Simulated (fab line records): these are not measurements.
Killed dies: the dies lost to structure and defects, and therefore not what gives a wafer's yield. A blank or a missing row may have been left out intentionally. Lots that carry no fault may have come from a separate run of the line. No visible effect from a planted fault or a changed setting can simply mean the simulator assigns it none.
fab line records ; flow n5_finfet
record lots=9; wafers=27; last_day=21
route steps=1938 shown BEOL_M4@1111 BEOL_M6@1216 PASSIVATION@1936
lots that met no fault: from a run of the same line without faults
start_h: hours from the record's first day to the start of the lot's first wafer shown ; wait_h: hours elapsed since this lot's preceding step ; " unchanged from the row above ; L1.1+2: several wafers, shown together as one row ; - value missing, or start not given ; * or withheld: withheld ; < > ~ a bound
route shown NAME@n: names a module that has steps shown in the file, with the first one's number in the route ; usual: the fault-free wafers' mean and standard deviation ; same: alike in all rows ; chamber/n: place in a boat ; sites: the reading at each site ; _std_site: the standard deviation of these ; _edge_site: the outer-site mean with the inner-site mean subtracted ; radius_mm: for every site, how far away it sits from the centre of the wafer ; mask NAME#n: copy n ; behind: tool/chamber where the wafer was last shaped ; hold: why the lot was held/for how many hours/how that ended ; device: names the non-switching transistor (n, p or np) ; end of line: tests run on the same wafers once the route is complete ; a step given without rows: its recipe and nothing more ; killed: dies that structure and defects cost at the first sort, which is not the same as the wafer's yield ; map: the dies of a wafer, with x for killed, . for not killed, _ for no die there
set.NAME: the run value of the setting; set.NAME@STEP: its run value at that earlier step ; model.NAME: the simulator's own value behind a step, which no gauge read
route steps across a sampled set of lots; one table per step, one row per wafer
services: the hour from which a tool's chamber was out of use, counted from the record's first day as start_h (under 0 if before that day), plus the number of hours and why
## steps
# step N5_BEOL_M4_RC_MEAS_101
# usual DIBL_N=36.1/2.3; DIBL_P=36/3.2; IOFF_N=0.16/0.045; IOFF_P=0.21/0.049; ION_N=674/14; ION_P=462/8.4; SS_N=71.6/0.83; SS_P=73.2/0.87; VT_N=249/3.8; VT_P=-250/3.4
lot.wafer;tool;chamber;start_h;wait_h;DIBL_N[mV/V];DIBL_P[mV/V];IOFF_N[nA/um];IOFF_P[nA/um];ION_N[uA/um];ION_P[uA/um];SS_N[mV/dec];SS_P[mV/dec];VT_N[mV];VT_P[mV]
L981.1;prober-02;0;236.98;0.3;35.1;34;0.13;0.21;659;461;70.7;72.9;250;-249
L981.4;prober-02;0;236.98;0.3;39.1;39;0.20;0.28;675;466;72.3;73.6;248;-246
L981.6;prober-02;0;236.98;0.3;37.9;37;0.18;0.25;673;465;71.7;73.7;248;-245
L983.2;prober-01;0;266.49;0.2;36.3;33;0.14;0.18;650;449;71.9;72.9;254;-250
L983.4;prober-01;0;266.49;0.2;33.2;30;0.10;0.15;672;459;71.6;72.3;255;-253
L983.6;prober-01;0;266.49;0.2;36.7;35;0.14;0.21;682;470;72.0;73.0;253;-250
L993.2;prober-02;0;297.29;0.2;34.9;35;0.13;0.20;682;472;71.0;73.2;253;-250
L993.3;prober-02;0;297.29;0.2;35.4;33;0.13;0.17;662;458;71.3;72.0;251;-255
L993.4;prober-02;0;297.29;0.2;34.2;33;0.11;0.15;648;444;70.2;72.0;257;-256
L991.1;prober-01;0;303.85;0.0;33.8;34;0.16;0.22;667;462;71.5;73.0;248;-248
L991.4;prober-01;0;303.85;0.0;34.2;34;0.14;0.21;662;460;71.5;72.4;250;-249
L991.5;prober-01;0;303.85;0.0;34.2;34;0.15;0.21;684;474;71.1;73.1;248;-249
L988.3;prober-02;0;311.05;0.3;37.8;38;0.18;0.23;684;470;72.6;73.9;251;-250
L988.5;prober-02;0;311.05;0.3;42.2;44;0.31;0.34;692;471;73.7;76.2;243;-247
L988.6;prober-02;0;311.05;0.3;36.9;37;0.17;0.22;694;468;71.5;73.5;246;-250
L995.2;prober-02;0;347.82;0.2;36.9;34;0.16;0.20;689;470;70.9;72.9;249;-247
L995.5;prober-02;0;347.82;0.2;38.7;37;0.19;0.24;693;472;71.8;74.2;243;-245
L995.6;prober-02;0;347.82;0.2;39.8;37;0.22;0.24;688;465;71.8;73.6;243;-247
L999.2;prober-02;0;355.66;0.2;36.0;35;0.16;0.22;669;460;71.3;72.8;248;-247
L999.3;prober-02;0;355.66;0.2;34.3;33;0.15;0.20;670;459;71.2;72.3;248;-248
L999.5;prober-02;0;355.66;0.2;38.8;39;0.24;0.29;688;464;72.0;73.4;243;-247
L103.1;prober-02;0;364.44;0.0;39.9;39;0.22;0.24;707;474;72.3;74.2;244;-250
L103.2;prober-02;0;364.44;0.0;36.0;34;0.14;0.17;661;450;70.8;73.0;250;-252
L103.5;prober-02;0;364.44;0.0;35.4;33;0.13;0.17;670;460;70.4;72.0;251;-248
L102.1;prober-02;0;388.83;0.0;40.9;44;0.28;0.38;686;469;73.0;75.4;241;-241
L102.2;prober-02;0;388.83;0.0;40.3;43;0.30;0.36;695;472;72.4;74.8;239;-240
L102.6;prober-02;0;388.83;0.0;39.2;41;0.26;0.31;685;464;72.8;75.0;243;-243
# step N5_BEOL_M6_STRIP_19
# recipe chemistry=O2; power_w=400; temp_c=40; pressure_mtorr=30; rf_frequency_hz=6e+07; bias_power_w=0; overash_fraction=0.2; o2_flow_sccm=225
# usual drypump_motor_current_A=5.71/0.21; oes_product_au=0.78/0.078; rf_vpp_V=3.7/0.62; showerhead_plenum_p_Torr=2.06/0.066; throttle_valve_pct=16.74/0.25
# same overash_fraction=0.2
lot.wafer;tool;chamber;start_h;wait_h;drypump_motor_current_A;oes_product_au;rf_hours_counter_h;rf_vpp_V;showerhead_plenum_p_Torr;throttle_valve_pct
L981.1;rie_diel-03;1;256.34;0.1;5.77;0.76;138;4.7;2.02;16.88
L981.4;rie_diel-03;2;256.34;0.1;5.95;0.73;-;4.1;2.15;16.73
L981.6;rie_diel-03;0;256.34;0.1;5.54;0.68;-;4.3;2.08;16.85
L983.2;rie_diel-01;3;286.49;0.1;5.85;0.90;23;2.7;2.03;16.16
L983.4;rie_diel-01;1;286.49;0.1;5.55;0.80;104;3.2;2.17;16.59
L983.6;rie_diel-01;1;286.49;0.1;5.55;0.81;-;3.6;2.17;16.61
L993.2;rie_diel-03;1;314.41;0.1;5.77;0.73;163;4.4;2.01;16.93
L993.3;rie_diel-03;2;314.41;0.1;5.96;0.70;220;3.5;2.15;16.78
L993.4;rie_diel-03;2;314.41;0.1;6.01;0.70;-;3.3;2.15;16.78
L988.3;rie_diel-03;2;327.18;0.1;5.97;0.68;226;4.0;2.14;16.77
L988.5;rie_diel-03;3;327.18;0.1;5.68;0.75;-;3.4;1.96;16.50
L988.6;rie_diel-03;1;327.18;0.1;5.78;0.73;-;3.7;2.01;16.94
L991.1;rie_diel-01;3;329.87;0.4;5.86;0.87;37;3.2;2.03;16.17
L991.4;rie_diel-01;1;329.87;0.4;5.55;0.78;121;5.4;2.16;16.65
L991.5;rie_diel-01;2;329.87;0.4;5.63;0.70;-;2.6;2.07;17.16
L995.2;rie_diel-04;1;374.78;0.1;5.86;0.85;63;4.0;2.04;16.55
L995.5;rie_diel-04;1;374.78;0.1;5.88;0.85;-;3.2;2.04;16.54
L995.6;rie_diel-04;0;374.78;0.1;5.88;0.84;-;4.1;2.05;16.87
L999.2;rie_diel-03;2;378.25;0.1;5.97;0.69;246;2.7;2.14;16.84
L999.3;rie_diel-03;0;378.25;0.1;5.51;0.92;14;3.3;2.07;16.43
L999.5;rie_diel-03;2;378.25;0.1;5.95;0.68;-;4.0;2.14;16.84
L103.1;rie_diel-04;2;385.56;0.1;5.42;0.88;46;3.4;2.14;16.48
L103.2;rie_diel-04;0;385.56;0.1;5.89;0.83;79;3.5;2.05;16.89
L103.5;rie_diel-04;1;385.56;0.1;5.88;0.84;-;4.3;2.04;16.58
L102.1;rie_diel-03;1;404.71;0.2;5.78;0.71;201;3.4;2.00;16.99
L102.2;rie_diel-03;3;404.71;0.2;5.68;0.72;207;3.6;1.95;16.58
L102.6;rie_diel-03;3;404.71;0.2;5.64;0.72;-;4.3;1.95;16.55
# step N5_BEOL_M6_CD_MEAS_18
# recipe pitch_nm=80; target_cd_nm=40
# usual cd_nm=39.8/0.88
lot.wafer;tool;chamber;start_h;wait_h;cd_nm
L981.1;cd_sem-01;-;256.41;0.0;38.8
L981.4;cd_sem-01;-;256.41;0.0;38.9
L981.6;cd_sem-01;-;256.41;0.0;39.2
L983.2;cd_sem-01;-;286.56;0.1;40.5
L983.4;cd_sem-01;-;286.56;0.1;38.3
L983.6;cd_sem-01;-;286.56;0.1;39.4
L993.2;cd_sem-01;-;314.48;0.1;40.2
L993.3;cd_sem-01;-;314.48;0.1;40.4
L993.4;cd_sem-01;-;314.48;0.1;40.2
L988.3;cd_sem-03;-;327.25;0.1;39.4
L988.5;cd_sem-03;-;327.25;0.1;39.2
L988.6;cd_sem-03;-;327.25;0.1;39.1
L991.1;cd_sem-03;-;329.94;0.0;39.3
L991.4;cd_sem-03;-;329.94;0.0;39.0
L991.5;cd_sem-03;-;329.94;0.0;39.7
L995.2;cd_sem-03;-;374.85;0.1;38.0
L995.5;cd_sem-03;-;374.85;0.1;39.0
L995.6;cd_sem-03;-;374.85;0.1;40.3
L999.2;cd_sem-03;-;378.32;0.1;40.6
L999.3;cd_sem-03;-;378.32;0.1;37.6
L999.5;cd_sem-03;-;378.32;0.1;40.6
L103.1;cd_sem-02;-;385.63;0.0;39.7
L103.2;cd_sem-02;-;385.63;0.0;39.1
L103.5;cd_sem-02;-;385.63;0.0;39.8
L102.1;cd_sem-01;-;404.78;0.0;39.9
L102.2;cd_sem-01;-;404.78;0.0;40.5
L102.6;cd_sem-01;-;404.78;0.0;39.0
# step N5_BEOL_M6_OVL_MEAS_29
# recipe points_per_wafer=522
# usual V5_OVL=0.3/0.68
lot.wafer;tool;chamber;start_h;wait_h;V5_OVL[nm]
L981.1;overlay-02;0;259.04;0.0;-0.3
L981.4;overlay-02;0;259.04;0.0;0.6
L981.6;overlay-02;0;259.04;0.0;0.6
L983.2;overlay-01;0;288.40;0.0;1.0
L983.4;overlay-01;0;288.40;0.0;1.0
L983.6;overlay-01;0;288.40;0.0;1.6
L993.2;overlay-01;0;315.98;0.1;-0.7
L993.3;overlay-01;0;315.98;0.1;-0.2
L993.4;overlay-01;0;315.98;0.1;-1.0
L988.3;overlay-01;0;327.61;0.0;-0.1
L988.5;overlay-01;0;327.61;0.0;-0.4
L988.6;overlay-01;0;327.61;0.0;0.1
L991.1;overlay-02;0;330.40;0.0;0.7
L991.4;overlay-02;0;330.40;0.0;0.1
L991.5;overlay-02;0;330.40;0.0;0.7
L995.2;overlay-01;0;376.41;0.0;0.2
L995.5;overlay-01;0;376.41;0.0;-0.2
L995.6;overlay-01;0;376.41;0.0;0.6
L999.2;overlay-01;0;380.53;0.0;1.1
L999.3;overlay-01;0;380.53;0.0;1.3
L999.5;overlay-01;0;380.53;0.0;0.2
L103.1;overlay-02;0;387.68;0.0;0.5
L103.2;overlay-02;0;387.68;0.0;0.2
L103.5;overlay-02;0;387.68;0.0;0.9
L102.1;overlay-02;0;405.13;0.0;2.3
L102.2;overlay-02;0;405.13;0.0;0.9
L102.6;overlay-02;0;405.13;0.0;0.2
# step N5_BEOL_M6_TRENCH_ETCH_37
# recipe chemistry=C4F6/O2; target_depth_a=944.35; target=SiCOH_lowk; time_s=31.5; ion_energy_ev=250; pressure_mtorr=30; source_w=345; bias_w=185; Ar_flow_sccm=300; C4F6_flow_sccm=10; O2_flow_sccm=10
# usual C4F6_flow_sccm=10.00/0.032; O2_flow_sccm=10.00/0.031; drypump_motor_current_A=5.68/0.2; oes_f_703_au=0.79/0.084; oes_product_au=0.79/0.08; rf_vpp_V=668/26; showerhead_plenum_p_Torr=2.81/0.08; throttle_valve_pct=20.94/0.26
lot.wafer;tool;chamber;start_h;wait_h;C4F6_flow_sccm;O2_flow_sccm;drypump_motor_current_A;oes_f_703_au;oes_product_au;rf_hours_counter_h;rf_vpp_V;showerhead_plenum_p_Torr;throttle_valve_pct
L981.1;rie_diel-04;0;259.63;-;10.02;10.04;5.85;0.90;0.88;40;672;2.77;20.97
L981.4;rie_diel-04;1;259.63;-;10.03;10.02;5.93;0.95;0.91;26;673;2.75;20.51
L981.6;rie_diel-04;1;259.63;-;10.01;9.98;5.93;0.95;0.91;-;673;2.75;20.53
L983.2;rie_diel-04;1;288.76;-;9.99;10.00;5.83;0.94;0.91;33;674;2.75;20.55
L983.4;rie_diel-04;0;288.76;-;9.98;10.03;5.88;0.88;0.88;47;671;2.77;20.99
L983.6;rie_diel-04;0;288.76;-;9.97;10.03;5.87;0.89;0.88;-;671;2.77;20.98
L993.2;rie_diel-01;3;316.34;-;-;-;-;-;-;-;-;-;-
L993.3;rie_diel-01;1;316.34;-;-;-;-;-;-;-;-;-;-
L993.4;rie_diel-01;0;316.34;-;-;-;-;-;-;-;-;-;-
L988.3;rie_diel-04;3;327.96;-;-;-;-;-;-;-;-;-;-
L988.5;rie_diel-04;1;327.96;-;-;-;-;-;-;-;-;-;-
L988.6;rie_diel-04;0;327.96;-;-;-;-;-;-;-;-;-;-
L991.1;rie_diel-01;0;330.77;-;-;-;-;-;-;-;-;-;-
L991.4;rie_diel-01;2;330.77;-;-;-;-;-;-;-;-;-;-
L991.5;rie_diel-01;2;330.77;-;-;-;-;-;-;-;-;-;-
L995.2;rie_diel-04;3;376.76;-;10.02;9.99;5.23;0.66;0.69;230;682;2.89;21.18
L995.5;rie_diel-04;1;376.76;-;10.01;9.95;5.89;0.89;0.86;-;673;2.74;20.59
L995.6;rie_diel-04;2;376.76;-;10.00;9.96;5.42;0.85;0.89;-;681;2.90;20.77
L999.2;rie_diel-04;1;380.89;-;10.00;10.01;5.91;0.88;0.86;64;672;2.73;20.57
L999.3;rie_diel-04;0;380.89;-;10.03;10.00;5.86;0.85;0.84;77;670;2.76;21.02
L999.5;rie_diel-04;0;380.89;-;10.00;10.00;5.89;0.85;0.84;-;671;2.76;21.02
L103.1;rie_diel-01;2;388.05;-;10.03;9.97;5.65;0.65;0.68;234;693;2.81;21.44
L103.2;rie_diel-01;1;388.05;-;10.00;9.96;5.54;0.73;0.77;140;713;2.96;21.09
L103.5;rie_diel-01;1;388.05;-;10.01;9.98;5.55;0.73;0.77;-;712;2.96;21.10
L102.1;rie_diel-04;2;405.61;-;9.98;10.02;5.38;0.84;0.87;53;678;2.89;20.78
L102.2;rie_diel-04;1;405.61;-;9.99;10.08;5.90;0.88;0.85;73;673;2.73;20.58
L102.6;rie_diel-04;0;405.61;-;10.05;10.02;5.82;0.84;0.82;-;670;2.75;21.05
# step N5_BEOL_M6_OCD_MEAS_38
# usual trench_depth_nm=94.1/2.2
lot.wafer;tool;chamber;start_h;wait_h;trench_depth_nm
L981.1;ocd-01;-;259.79;-;94.6
L981.4;ocd-01;-;259.79;-;93.6
L981.6;ocd-01;-;259.79;-;95.4
L983.2;ocd-01;-;288.92;-;96.6
L983.4;ocd-01;-;288.92;-;96.9
L983.6;ocd-01;-;288.92;-;96.0
L993.2;ocd-02;-;316.49;-;0
L993.3;ocd-02;-;316.49;-;0.2
L993.4;ocd-02;-;316.49;-;0
L988.3;ocd-01;-;328.12;-;0.1
L988.5;ocd-01;-;328.12;-;0.1
L988.6;ocd-01;-;328.12;-;0
L991.1;ocd-01;-;330.93;-;0
L991.4;ocd-01;-;330.93;-;0
L991.5;ocd-01;-;330.93;-;0
L995.2;ocd-01;-;376.92;-;91.4
L995.5;ocd-01;-;376.92;-;96.5
L995.6;ocd-01;-;376.92;-;95.5
L999.2;ocd-02;-;381.05;-;95.8
L999.3;ocd-02;-;381.05;-;96.7
L999.5;ocd-02;-;381.05;-;96.3
L103.1;ocd-02;-;388.20;-;90.7
L103.2;ocd-02;-;388.20;-;95.5
L103.5;ocd-02;-;388.20;-;95.8
L102.1;ocd-01;-;405.76;-;96.2
L102.2;ocd-01;-;405.76;-;95.3
L102.6;ocd-01;-;405.76;-;95.9
# step N5_PASSIVATION_PROBE_49
# usual defect_limited_yield=90.9/1.6; killed_at_M0_to_M3=37/11; killed_at_M4_up=15/5.6; killed_at_contacts=13/6.4; killed_at_front_end=39/11; killed_at_other=4/3.1; killed_dies=107/19; killed_on_rim=14/4.3; killed_open=71/14; killed_short=34/7.8; sort_bin_4_leakage=0.01/0.053; sort_bin_5_function=5.3/1; sort_bin_6_memory=3.4/0.72; sort_bin_8_speed=0.0/0.42; sort_n_pass=1072/20; sort_yield_pct=90.9/1.7
# same gross_dies=1180; killed_at_back_side=0
lot.wafer;tool;chamber;start_h;wait_h;defect_limited_yield[%];killed_at_M0_to_M3;killed_at_M4_up;killed_at_contacts;killed_at_front_end;killed_at_other;killed_dies;killed_on_rim;killed_open;killed_short;sort_bin_4_leakage[%];sort_bin_5_function[%];sort_bin_6_memory[%];sort_bin_8_speed[%];sort_n_pass;sort_yield_pct[%]
L981.1;prober-02;-;356.74;0.3;92.9;28;18;8;29;1;84;5;62;20;0;4.1;3.0;0;1096;92.9
L981.4;prober-02;-;356.89;0.5;91.3;27;18;12;44;2;103;15;66;34;0;5.4;3.0;0.1;1077;91.3
L981.6;prober-02;-;356.99;0.6;91.1;36;14;5;43;7;105;8;68;32;0;5.3;3.3;0;1075;91.1
L993.2;prober-02;-;429.19;0.1;0;14;1103;19;39;5;1180;152;73;26;0;95.8;3.8;0;0;0
L993.3;prober-02;-;429.24;0.1;0;25;1099;12;43;1;1180;152;62;23;0;97.0;2.7;0;0;0
L993.4;prober-02;-;429.29;0.2;0;35;1077;14;52;2;1180;152;95;37;0;95.9;3.6;0;0;0
L988.3;prober-02;-;430.31;0.1;0;41;1067;15;48;9;1180;152;89;41;0;95.8;4.0;0;0;0
L988.5;prober-02;-;430.41;0.2;0;43;1069;20;41;7;1180;152;101;34;0;95.1;4.6;0;0;0
L988.6;prober-02;-;430.46;0.3;0;48;1087;10;28;7;1180;152;68;42;0;95.1;4.2;0;0;0
L991.1;prober-01;-;435.53;0.0;0;56;1055;17;46;6;1180;152;83;49;0;94.8;4.4;0;0;0
L991.4;prober-01;-;435.68;0.2;0;32;1091;9;41;7;1180;152;62;39;0;96.5;3.2;0;0;0
L991.5;prober-01;-;435.73;0.2;0;32;1089;12;46;1;1180;152;78;31;0;96.4;3.1;0;0;0
L995.2;prober-02;-;469.07;0.1;92.3;28;9;5;49;0;91;19;72;18;0;4.1;3.1;0;1089;92.3
L995.5;prober-02;-;469.22;0.2;89.6;39;23;5;53;3;123;17;87;33;0;5.7;4.3;0;1057;89.6
L995.6;prober-02;-;469.27;0.3;91.7;35;14;4;38;7;98;10;65;30;0;4.7;3.2;0;1082;91.7
L999.2;prober-02;-;491.57;0.1;91.0;26;17;9;51;3;106;17;64;40;0;5.3;3.4;0;1074;91.0
L999.3;prober-02;-;491.62;0.1;89.7;29;25;14;52;1;121;17;81;35;0;5.8;4.2;0;1059;89.7
L999.5;prober-02;-;491.72;0.2;91.4;36;15;11;37;3;102;12;68;33;0;5.3;3.2;0;1078;91.4
# killed by level:class
L981.1 BEOL_M3:geometric_particle:open=11 BEOL_M4:geometric_particle:open=9 STI_FIN_REVEAL:geometric_particle:open=7 MOL_CONTACT_COAG:geometric_particle:open=5 DUMMY_GATE:geometric_particle:open=4 BEOL_M0_SAQP:geometric_particle:short=4 BEOL_M1:geometric_particle:open=4 BEOL_M2:geometric_particle:open=4
L981.4 STI_FIN_REVEAL:geometric_particle:open=9 BEOL_M3:geometric_particle:open=9 BEOL_M4:geometric_particle:open=8 MOL_CONTACT_COAG:geometric_particle:open=8 GATE_CUT:geometric_particle:short=6 FIN_SAQP:geometric_particle:open=5 GATE_CUT:geometric_particle:open=4 MOL_CONTACT_COAG:geometric_particle:short=4
L981.6 FIN_SAQP:geometric_particle:open=13 BEOL_M1:geometric_particle:open=10 GATE_CUT:geometric_particle:short=8 BEOL_M2:geometric_particle:open=8 BEOL_M3:geometric_particle:open=8 DUMMY_GATE:geometric_particle:open=6 FIN_SAQP:geometric_particle:short=5 BEOL_M4:geometric_particle:open=5
L993.2 BEOL_M6:area_etch=1077 FIN_SAQP:geometric_particle:open=18 MOL_CONTACT_COAG:geometric_particle:open=16 BEOL_M4:geometric_particle:open=16 FIN_SAQP:geometric_particle:short=9 STI_FIN_REVEAL:geometric_particle:open=4 MOL_CONTACT_COAG:geometric_particle:short=3 SD_EPI_N:coat_microbubble_printed=2
L993.3 BEOL_M6:area_etch=1090 FIN_SAQP:geometric_particle:open=14 MOL_CONTACT_COAG:geometric_particle:open=10 BEOL_M3:geometric_particle:open=10 STI_FIN_REVEAL:geometric_particle:open=9 GATE_CUT:geometric_particle:short=7 FIN_SAQP:geometric_particle:short=4 BEOL_M4:geometric_particle:open=4
L993.4 BEOL_M6:area_etch=1044 BEOL_M4:geometric_particle:open=19 FIN_SAQP:geometric_particle:open=17 MOL_CONTACT_COAG:geometric_particle:open=13 BEOL_M3:geometric_particle:open=11 FIN_SAQP:geometric_particle:short=8 STI_FIN_REVEAL:geometric_particle:open=8 BEOL_M2:geometric_particle:open=7
L988.3 BEOL_M6:area_etch=1047 DUMMY_GATE:geometric_particle:open=13 MOL_CONTACT_COAG:geometric_particle:open=12 BEOL_M4:geometric_particle:open=12 BEOL_M1:geometric_particle:open=11 BEOL_M2:geometric_particle:open=11 FIN_SAQP:geometric_particle:short=8 STI_FIN_REVEAL:geometric_particle:open=8
L988.5 BEOL_M6:area_etch=1044 MOL_CONTACT_COAG:geometric_particle:open=18 BEOL_M2:geometric_particle:open=15 BEOL_M0_SAQP:geometric_particle:open=14 BEOL_M4:geometric_particle:open=13 FIN_SAQP:geometric_particle:open=10 DUMMY_GATE:geometric_particle:open=7 FIN_SAQP:geometric_particle:short=6
L988.6 BEOL_M6:area_etch=1067 BEOL_M4:geometric_particle:open=14 BEOL_M2:geometric_particle:open=13 MOL_CONTACT_COAG:geometric_particle:open=8 BEOL_M3:geometric_particle:open=8 FIN_SAQP:geometric_particle:short=7 BEOL_M0_SAQP:geometric_particle:short=7 BEOL_M2:geometric_particle:short=6
L991.1 BEOL_M6:area_etch=1043 MOL_CONTACT_COAG:geometric_particle:open=14 BEOL_M2:geometric_particle:open=14 FIN_SAQP:geometric_particle:short=13 BEOL_M3:geometric_particle:open=11 FIN_SAQP:geometric_particle:open=10 BEOL_M0_SAQP:geometric_particle:short=8 BEOL_M0_SAQP:geometric_particle:open=8
L991.4 BEOL_M6:area_etch=1077 FIN_SAQP:geometric_particle:short=15 MOL_CONTACT_COAG:geometric_particle:open=8 BEOL_M0_SAQP:geometric_particle:open=8 BEOL_M2:geometric_particle:open=8 FIN_SAQP:geometric_particle:open=6 BEOL_M0:geometric_particle:short=5 BEOL_M4:geometric_particle:open=5
L991.5 BEOL_M6:area_etch=1070 STI_FIN_REVEAL:geometric_particle:open=19 BEOL_M2:geometric_particle:open=18 FIN_SAQP:geometric_particle:short=10 MOL_CONTACT_COAG:geometric_particle:open=10 BEOL_M4:geometric_particle:open=9 BEOL_M0_SAQP:geometric_particle:short=5 FIN_SAQP:geometric_particle:open=4
L995.2 STI_FIN_REVEAL:geometric_particle:open=15 BEOL_M3:geometric_particle:open=13 DUMMY_GATE:geometric_particle:open=8 FIN_SAQP:geometric_particle:open=6 MOL_CONTACT_COAG:geometric_particle:open=5 BEOL_M1:geometric_particle:open=5 BEOL_M4:geometric_particle:open=5 DUMMY_GATE:geometric_particle:short=4
L995.5 BEOL_M4:geometric_particle:open=17 FIN_SAQP:geometric_particle:open=14 BEOL_M3:geometric_particle:open=12 BEOL_M1:geometric_particle:open=10 STI_FIN_REVEAL:geometric_particle:open=8 FIN_SAQP:geometric_particle:short=7 GATE_CUT:geometric_particle:short=5 DUMMY_GATE:geometric_particle:open=5
L995.6 STI_FIN_REVEAL:geometric_particle:open=9 BEOL_M1:geometric_particle:open=9 DUMMY_GATE:geometric_particle:open=8 BEOL_M4:geometric_particle:open=7 FIN_SAQP:geometric_particle:short=6 BEOL_M3:geometric_particle:open=6 BEOL_M0_SAQP:geometric_particle:open=5 BEOL_M2:geometric_particle:open=4
L999.2 FIN_SAQP:geometric_particle:short=12 FIN_SAQP:geometric_particle:open=11 BEOL_M4:geometric_particle:open=10 STI_FIN_REVEAL:geometric_particle:open=9 MOL_CONTACT_COAG:geometric_particle:open=9 BEOL_M1:geometric_particle:open=6 STI_FIN_REVEAL:geometric_particle:short=5 BEOL_M0:geometric_particle:open=4
L999.3 STI_FIN_REVEAL:geometric_particle:open=15 MOL_CONTACT_COAG:geometric_particle:open=10 BEOL_M4:geometric_particle:open=10 FIN_SAQP:geometric_particle:short=9 FIN_SAQP:geometric_particle:open=8 BEOL_M1:geometric_particle:open=7 BEOL_M0_SAQP:geometric_particle:short=5 BEOL_M5:geometric_particle:short=5
L999.5 STI_FIN_REVEAL:geometric_particle:open=11 BEOL_M0_SAQP:geometric_particle:open=11 BEOL_M0_SAQP:geometric_particle:short=8 FIN_SAQP:geometric_particle:open=7 MOL_CONTACT_COAG:geometric_particle:open=6 FIN_SAQP:geometric_particle:short=5 DUMMY_GATE:geometric_particle:open=5 MOL_CONTACT_COAG:geometric_particle:short=5
## services
tool;chamber;start_h;hours;kind
rie_diel-03;2;238.86;1.8;repair
rie_diel-03;3;254.51;19.3;repair
rie_diel-03;3;289.92;5.3;repair
rie_diel-04;0;298.90;4.3;repair
rie_diel-03;0;309.46;-;clean
rie_diel-03;0;309.46;-;consumable_replace:focus_ring
rie_diel-03;0;309.46;30.7;scheduled_down
rie_diel-03;0;309.46;30.7;vent_cycle
rie_diel-04;2;332.82;4.0;repair
rie_diel-03;2;390.73;-;clean
rie_diel-03;2;390.73;-;consumable_replace:focus_ring
rie_diel-03;2;390.73;25.9;scheduled_down
rie_diel-03;2;390.73;25.9;vent_cycle
rie_diel-01;0;394.03;3.4;repair
rie_diel-04;3;403.00;26.1;repair
## key
first_sign step=N5_BEOL_M6_TRENCH_ETCH_37; reading=tool_record; direction=missing
effect step=N5_BEOL_M6_OCD_MEAS_38; reading=trench_depth_nm; direction=down; sigmas=42; usual=94.1; struck=0.0
effect step=N5_PASSIVATION_PROBE_49; reading=killed_at_M4_up; direction=up; sigmas=99+; usual=15; struck=1082
more_kills_born_at N5_BEOL_M6_TRENCH_ETCH_37@rie_diel-01=6401; N5_BEOL_M6_TRENCH_ETCH_37@rie_diel-04=3158
met_at N5_BEOL_M6_TRENCH_ETCH_37
struck_lots L988,L991,L993
later_rows_left_out L988.3,L988.5,L988.6,L991.1,L991.4,L991.5,L993.2,L993.3,L993.4
not_acting_at N5_BEOL_M6_STRIP_19,N5_BEOL_M6_CD_MEAS_18,N5_BEOL_M6_OVL_MEAS_29
onset_between 288.76 316.34
fault kind=skipped_step_whole; tool=rie_diel-01,rie_diel-04; chamber=-; onset_h=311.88; steps=N5_BEOL_M6_TRENCH_ETCH_37; scope=struck_lots_only
# later_rows_left_out: the simulator's readings of these wafers behind a module that went badly wrong aren't trusted and aren't shown, but for the sort
